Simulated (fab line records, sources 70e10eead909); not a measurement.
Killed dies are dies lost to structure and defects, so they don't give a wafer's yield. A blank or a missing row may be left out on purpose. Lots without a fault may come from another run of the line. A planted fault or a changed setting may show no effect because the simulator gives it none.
fab line records | flow nand_harc
record lots=12 wafers=36 last_day=32
route steps=1302 shown P_ZERO_WELL@16 P_GATE@202 P_CONTACT@217 END@1302
lots that met no fault: from a run of the same line without faults
start_h: hours from the record's first day to the start of the lot's first wafer shown | wait_h: hours since the lot's step before | " the same as in the row above | L1.1+2: a row that stands for several wafers | - no value, or no start given | * or withheld: withheld | < > ~ a bound
route shown NAME@n: a module of which the file shows steps, and the number in the route of the first | usual: mean/standard deviation of fault-free wafers | same: alike in all rows | chamber/n: place in a boat | sites: the reading at each site | _std_site: their standard deviation | _edge_site: outer sites' mean less inner sites' | radius_mm: how far each site lies from the wafer's centre | mask NAME#n: copy n | behind: the tool/chamber that last shaped the wafer | hold: why the lot was held/for how many hours/how that ended | device: the transistor (n, p or np) that didn't switch | end of line: the same wafers' tests at the end of the route | a step without rows: its recipe alone | killed: dies lost to structure and defects at the first sort, not the wafer's yield | map: a wafer's dies, x killed, . not, _ none there
set.NAME: the setting as run; set.NAME@STEP: as run at that earlier step | model.NAME: the simulator's own value behind a step, which no gauge read
steps of the route over a sample of lots; a table a step, a row a wafer
services: from which hour (start_h, from the record's first day; less than 0 if before it) a tool's chamber was out of use, for how many hours, and why
## steps
# step NHARC_P_ZERO_WELL_DESCUM_13
# recipe time_s=3 o2_flow_sccm=200 ar_flow_sccm=0 bias_power_w=0 chemistry=O2
# usual drypump_motor_current_A=5.6/0.39 oes_product_au=0.995/0.009 rf_vpp_V=57.8/0.93 showerhead_plenum_p_Torr=1.90/0.074 throttle_valve_pct=11.311/0.009
# columns lot.wafer tool chamber start_h wait_h drypump_motor_current_A oes_product_au rf_hours_counter_h rf_vpp_V showerhead_plenum_p_Torr throttle_valve_pct
L383.4 rie_diel-03 1 21.30 - 5.1 0.988 23 55.9 1.86 11.314
L383.3 " 2 " " 5.9 0.987 26 57.7 2.00 11.323
L383.6 " 0 " " 5.9 0.998 - 57.5 1.88 11.309
L385.1 rie_diel-03 3 41.40 - 5.9 0.985 34 58.2 1.84 11.311
L385.4 " 0 " " 5.9 0.986 32 56.9 1.88 11.315
L385.5 " 3 " " 5.9 0.983 - 57.1 1.84 11.304
L387.1 rie_diel-11 0 61.30 - 6.2 0.987 49 55.3 1.80 11.305
L387.3 " 1 " " 5.5 1.005 52 58.0 2.06 11.311
L387.4 " 2 " " 6.1 0.990 47 57.2 1.91 11.324
L388.1 rie_diel-13 2 71.39 - 5.1 1.002 14 58.0 2.00 11.296
L388.5 " 1 " " 5.9 0.996 - 58.4 1.90 11.306
L388.6 " 2 " " 5.2 1.001 - 56.6 2.00 11.313
L389.2 rie_diel-03 3 81.40 - 5.9 0.992 46 56.6 1.83 11.320
L389.3 " 1 " " 5.1 1.000 42 56.5 1.86 11.309
L389.6 " 3 " " 5.9 0.985 - 59.1 1.83 11.299
L392.2 rie_diel-11 3 111.40 - 5.1 0.993 6 58.6 1.86 11.325
L392.5 " 2 " " 6.1 0.979 - 57.0 1.91 11.327
L392.6 " 3 " " 5.1 1.004 - 58.1 1.86 11.326
L393.4 rie_diel-13 0 121.42 - 5.3 0.990 50 57.9 1.96 11.317
L393.1 " 1 " " 5.9 0.975 49 57.7 1.89 11.329
L393.6 " 0 " " 5.3 0.985 - 58.1 1.96 11.305
L394.4 rie_diel-11 1 131.40 - 5.5 0.999 14 58.2 2.05 11.322
L394.1 " 2 " " 6.1 0.980 11 59.2 1.91 11.313
L394.3 " 3 " " 5.2 0.995 10 57.6 1.86 11.306
L395.2 rie_diel-03 2 141.42 - 5.8 0.996 8 57.5 1.98 11.315
L395.5 " 0 " " 5.9 0.996 - 58.0 1.87 11.314
L395.6 " 1 " " 5.1 0.986 - 58.1 1.85 11.323
L399.1 rie_diel-11 2 181.44 - 6.1 0.993 28 57.9 1.90 11.309
L399.3 " 3 " " 5.2 0.986 27 58.6 1.85 11.309
L399.5 " 3 " " 5.1 0.990 - 57.7 1.85 11.315
L403.4 rie_diel-13 3 221.40 - 5.5 0.995 23 57.5 1.94 11.303
L403.2 " 1 " " 5.9 0.994 19 57.2 1.88 11.305
L403.3 " 2 " " 5.1 1.002 22 58.9 1.98 11.308
L404.4 rie_diel-11 3 231.51 - 5.2 1.000 46 57.0 1.85 11.314
L404.1 " 1 " " 5.6 1.001 45 57.8 2.04 11.314
L404.6 " 2 " " 6.1 0.983 - 57.0 1.90 11.310
# step NHARC_P_ZERO_WELL_EXPOSE_21
# recipe na=0.6 target_cd_nm=720 dose_mj=22.31 mask_id=P_NWELL
# usual exposure_dose_mJ_cm2=22.311/0.022
# columns lot.wafer tool chamber start_h wait_h mask exposure_dose_mJ_cm2
L383.3 krf_scanner-04 0 23.08 - P_NWELL#0 22.305
L383.4 " 0 " " P_NWELL#0 22.325
L383.6 " 0 " " P_NWELL#0 22.345
L385.1 krf_scanner-04 0 42.38 - P_NWELL#0 22.306
L385.4 " 0 " " P_NWELL#0 22.295
L385.5 " 0 " " P_NWELL#0 22.298
L387.1 krf_scanner-02 0 62.33 - P_NWELL#0 22.280
L387.3 " 0 " " P_NWELL#0 22.330
L387.4 " 0 " " P_NWELL#0 22.310
L388.1 krf_scanner-04 0 72.41 - P_NWELL#0 22.268
L388.5 " 0 " " P_NWELL#0 22.334
L388.6 " 0 " " P_NWELL#0 22.313
L389.2 krf_scanner-02 0 82.48 - P_NWELL#0 22.305
L389.3 " 0 " " P_NWELL#0 22.340
L389.6 " 0 " " P_NWELL#0 22.317
L392.2 krf_scanner-01 0 112.43 - P_NWELL#0 22.307
L392.5 " 0 " " P_NWELL#0 22.314
L392.6 " 0 " " P_NWELL#0 22.313
L393.1 krf_scanner-02 0 122.43 - P_NWELL#0 22.313
L393.4 " 0 " " P_NWELL#0 22.325
L393.6 " 0 " " P_NWELL#0 22.305
L394.1 krf_scanner-02 0 132.31 - P_NWELL#0 22.287
L394.3 " 0 " " P_NWELL#0 22.274
L394.4 " 0 " " P_NWELL#0 22.289
L395.2 krf_scanner-02 0 142.32 - P_NWELL#0 22.663
L395.5 " 0 " " P_NWELL#0 22.689
L395.6 " 0 " " P_NWELL#0 22.709
L399.1 krf_scanner-01 0 182.47 - P_NWELL#0 22.318
L399.3 " 0 " " P_NWELL#0 22.361
L399.5 " 0 " " P_NWELL#0 22.363
L403.2 krf_scanner-02 0 222.49 - P_NWELL#0 22.684
L403.3 " 0 " " P_NWELL#0 22.703
L403.4 " 0 " " P_NWELL#0 22.706
L404.1 krf_scanner-01 0 232.57 - P_NWELL#0 22.324
L404.4 " 0 " " P_NWELL#0 22.316
L404.6 " 0 " " P_NWELL#0 22.291
# step NHARC_P_GATE_DESCUM_93
# recipe time_s=3 o2_flow_sccm=200 ar_flow_sccm=0 bias_power_w=0 chemistry=O2
# usual drypump_motor_current_A=5.7/0.42 oes_product_au=1.004/0.0094 rf_vpp_V=57.9/0.86 showerhead_plenum_p_Torr=1.94/0.069 throttle_valve_pct=11.310/0.0099
# columns lot.wafer tool chamber start_h wait_h drypump_motor_current_A oes_product_au rf_hours_counter_h rf_vpp_V showerhead_plenum_p_Torr throttle_valve_pct
L383.3 rie_diel-04 1 117.92 - 6.0 1.002 5 57.9 2.06 11.312
L383.4 " 2 " " 5.8 0.996 6 57.3 1.84 11.313
L383.6 " 0 " " 5.4 0.996 - 56.4 1.92 11.315
L385.4 rie_diel-04 2 137.28 - 5.8 0.994 6 56.1 1.84 11.296
L385.1 " 3 " " 5.4 1.008 6 56.7 1.92 11.320
L385.5 " 1 " " 6.0 1.014 - 59.2 2.06 11.312
L387.1 rie_diel-04 0 152.08 - 5.4 1.013 6 59.0 1.92 11.323
L387.3 " 1 " " 6.1 1.007 6 57.9 2.06 11.320
L387.4 " 2 " " 5.8 1.004 7 56.9 1.84 11.313
L388.1 rie_diel-04 2 158.45 - 5.8 0.995 7 57.2 1.84 11.305
L388.6 " 0 " " 5.4 0.997 - 58.5 1.92 11.295
L388.5 " 1 " " 6.0 1.007 - 57.7 2.06 11.291
L389.3 rie_diel-09 1 178.87 - 6.6 0.982 1 57.2 1.87 11.335
L389.2 " 2 " " 5.7 1.001 1 56.5 1.88 11.302
L389.6 " 3 " " 6.0 1.013 - 57.9 2.01 11.319
L392.2 rie_diel-10 2 200.33 - 4.9 1.017 9 58.2 2.03 11.310
L392.5 " 0 " " 5.8 1.003 - 58.2 1.88 11.321
L392.6 " 1 " " 5.9 1.020 - 57.4 1.90 11.291
L393.1 rie_diel-10 1 217.97 - 6.0 1.002 10 58.5 1.90 11.301
L393.4 " 2 " " 4.9 1.002 9 58.8 2.03 11.309
L393.6 " 1 " " 6.0 1.007 - 58.3 1.90 11.321
L394.1 rie_diel-10 0 219.84 - 5.8 1.007 11 56.7 1.88 11.311
L394.4 " 1 " " 6.0 1.005 10 56.6 1.90 11.303
L394.3 " 2 " " 4.9 1.017 9 58.6 2.03 11.322
L395.2 rie_diel-10 0 236.79 - 5.8 1.004 13 57.1 1.87 11.302
L395.6 " 0 " " 5.8 1.002 - 57.8 1.87 11.313
L395.5 " 1 " " 5.9 1.012 - 58.3 1.90 11.290
L399.3 rie_diel-09 0 273.51 - 5.7 1.016 8 58.4 2.03 11.302
L399.1 " 1 " " 6.7 0.987 6 58.7 1.87 11.306
L399.5 " 0 " " 5.7 1.005 - 57.4 2.03 11.296
L403.4 rie_diel-04 0 312.87 - 5.4 0.988 8 58.9 1.91 11.304
L403.3 " 2 " " 5.8 0.995 7 57.0 1.84 11.319
L403.2 " 3 " " 5.4 0.999 8 58.5 1.92 11.321
L404.1 rie_diel-10 1 318.71 - 5.9 1.016 3 58.3 1.90 11.325
L404.4 " 2 " " 4.9 1.013 3 57.2 2.03 11.312
L404.6 " 1 " " 5.9 1.018 - 57.2 1.90 11.311
# step NHARC_P_CONTACT_DEP_30
# recipe target_thk_a=300 temp_c=400 target_thk_nm=30 flow_sccm=200 rf_w=450 material=SiNx
# usual heater_power_w=737/79
# columns lot.wafer tool chamber start_h wait_h heater_power_w
L383.3 pecvd-04 1 120.93 0.1 823
L383.4 " 0 " " 710
L383.6 " 2 " " 833
L385.1 pecvd-03 1 140.29 0.1 794
L385.4 " 0 " " 688
L385.5 " 0 " " 661
L387.1 pecvd-02 0 155.52 0.1 597
L387.3 " 2 " " 660
L387.4 " 2 " " 664
L388.1 pecvd-03 2 161.43 0.1 620
L388.6 " 2 " " 621
L388.5 " 1 " " 779
L389.2 pecvd-04 0 181.87 0.1 706
L389.3 " 1 " " 708
L389.6 " 1 " " 708
L392.2 pecvd-02 2 203.36 0.1 662
L392.6 " 0 " " 646
L392.5 " 2 " " 651
L393.1 pecvd-04 1 220.99 0.1 779
L393.6 " 0 " " 672
L393.4 " 2 " " 897
L394.1 pecvd-03 1 222.85 0.1 813
L394.3 " 0 " " 744
L394.4 " 2 " " 663
L395.2 pecvd-04 0 239.80 0.1 721
L395.5 " 2 " " 833
L395.6 " 0 " " 697
L399.3 pecvd-03 0 276.46 0.1 752
L399.1 " 1 " " 811
L399.5 " 0 " " 743
L403.3 pecvd-03 1 315.91 0.1 813
L403.2 " 2 " " 660
L403.4 " 2 " " 677
L404.1 pecvd-04 2 321.67 0.1 804
L404.6 " 0 " " 622
L404.4 " 1 " " 816
# step NHARC_END_SORT_01
# recipe temp_c=25
# usual killed_at_array=56/18 killed_at_other=1.4/1.5 killed_at_periphery=4/3.1 killed_dies=61/19 killed_open=3.5/1.8 killed_short=2.4/1.4
# same gross_dies=677
# columns lot.wafer tool chamber start_h wait_h killed_at_array killed_at_other killed_at_periphery killed_dies killed_open killed_short
L394.1 prober-02 0 684.31 2.5 50 4 7 61 7 2
L394.3 prober-02 0 685.90 3.1 45 5 5 55 2 3
L394.4 prober-02 0 686.70 3.4 46 0 6 52 3 0
# killed by level:class
L394.1 A_SLIT:chamber_film_flake=29 P_GATE:chamber_film_flake=4 A_CHANNEL_HOLE_D1:chamber_film_flake=4 THIN_TSV:chamber_film_flake=4 A_CHANNEL_FILL_D1:geometric_particle:open=3 A_BLC:geometric_particle:open=3 P_BONDPAD:chamber_film_flake=3 A_STAIRCASE:chamber_film_flake=3
L394.3 A_SLIT:chamber_film_flake=29 THIN_TSV:chamber_film_flake=4 A_CONTACT:chamber_film_flake=3 P_STI:chamber_film_flake=2 P_BONDPAD:chamber_film_flake=2 A_CHANNEL_HOLE_D2:chamber_film_flake=2 A_STAIRCASE:chamber_film_flake=2 A_WL_FILL:chamber_film_flake=2
L394.4 A_SLIT:chamber_film_flake=36 P_BONDPAD:chamber_film_flake=3 A_CHANNEL_HOLE_D1:chamber_film_flake=3 P_GATE:chamber_film_flake=2 A_CONTACT:chamber_film_flake=2 P_CONTACT:geometric_particle:open=1 A_SGD_CUT:geometric_particle:open=1 A_CONTACT:geometric_particle:open=1
## services
# columns tool chamber start_h hours kind
rie_diel-04 - 0.90 9.0 pm
pecvd-03 - 4.00 13.0 pm
rie_diel-10 3 26.10 1.2 repair
krf_scanner-02 - 63.47 0.2 repair
rie_diel-10 2 64.48 5.1 repair
krf_scanner-02 - 64.73 0.5 repair
rie_diel-10 - 65.50 9.0 pm
pecvd-03 1 75.18 23.7 repair
rie_diel-11 - 80.04 9.0 pm
pecvd-04 2 82.53 22.4 repair
pecvd-04 - 88.14 13.0 pm
krf_scanner-02 - 94.00 4.0 pm
rie_diel-04 0 110.28 1.3 repair
rie_diel-04 2 124.07 7.6 repair
rie_diel-04 0 130.44 4.2 repair
pecvd-03 2 132.27 12.4 repair
rie_diel-11 - 143.45 1.7 repair
rie_diel-11 - 164.37 0.3 repair
rie_diel-04 - 177.90 9.0 pm
rie_diel-11 1 184.70 14.5 repair
pecvd-03 - 185.09 13.0 pm
krf_scanner-02 - 187.31 1.5 repair
krf_scanner-02 - 266.00 4.0 pm
krf_scanner-02 - 293.70 0.3 repair
## key
first_sign step=NHARC_P_ZERO_WELL_EXPOSE_21 reading=exposure_dose_mJ_cm2 direction=up sigmas=17 usual=22.311 struck=22.692
effect none on later readings
met_at NHARC_P_ZERO_WELL_EXPOSE_21
struck_lots L395,L403
tester_left_out L395,L403
not_acting_at NHARC_P_ZERO_WELL_DESCUM_13,NHARC_P_GATE_DESCUM_93,NHARC_P_CONTACT_DEP_30
onset_between 132.31 142.32
fault kind=process_parameter_drift tool=krf_scanner-02 chamber=- onset_h=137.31 steps=NHARC_P_ZERO_WELL_EXPOSE_21 channel=dose_mj offset=0.3722 shape=step acts_in=these_recipes_only stated=22.31
# tester_left_out: of these lots the tester's yield and bins aren't shown, on N5 and GAA mostly nor the transistor test; their killed dies are dies lost to structure and defects alone, not to doping, threshold or leakage, so they don't give the yield
